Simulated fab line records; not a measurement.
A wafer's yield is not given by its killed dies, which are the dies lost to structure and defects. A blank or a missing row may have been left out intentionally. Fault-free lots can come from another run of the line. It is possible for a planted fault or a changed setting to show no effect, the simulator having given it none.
Which tool was responsible?    flow nand_harc    21 wafers sampled from 7 lots at 1 step of a route of 1159

WHAT THE GAUGES SHOWED, per wafer
NHARC_A_M1_THK_MEAS_24: measures by xrf.
lot   measured      on             thk_nm (nm)
L809  day 18 15:36  film_metro-02  157.4 151.9 155.3
L810  day 18 19:49  film_metro-02  155.1 153.4 156.8
L815  day 19 20:51  film_metro-01  153.5 153.2 154.0
L817  day 19 23:20  film_metro-02  154.8 152.5 151.7
L821  day 20 17:31  film_metro-02  153.2 153.8 151.4
L823  day 22 06:37  film_metro-01  156.7 157.7 157.0
L830  day 22 21:38  film_metro-02  155.8 154.4 158.5

WHAT TOOL EACH LOT RAN ON (gives the tool, then ch and the chambers of the sampled wafers, and finally the start)
No process step before these readings appears in the record.

THE ANSWER, worked out from the rows above alone
Rule: what is usual is taken from the lots themselves. Put in order of their means at a reading, lots are off if they are a third of the lots or fewer, leave a main group of 4 or more, and stand apart from it by a gap of 3 or more times the standard deviation of the main group's means; of several such gaps the widest counts. A main group is skipped when, at the precision printed for the reading in the tables above, its means are all equal. Also off: a lot with no number at a reading for which 4 or more lots have one. The other lots that the step has rows for count as sound.
Nothing can be told from this: no lot is off at any reading shown.

WHAT THE SIMULATOR HAD PUT IN
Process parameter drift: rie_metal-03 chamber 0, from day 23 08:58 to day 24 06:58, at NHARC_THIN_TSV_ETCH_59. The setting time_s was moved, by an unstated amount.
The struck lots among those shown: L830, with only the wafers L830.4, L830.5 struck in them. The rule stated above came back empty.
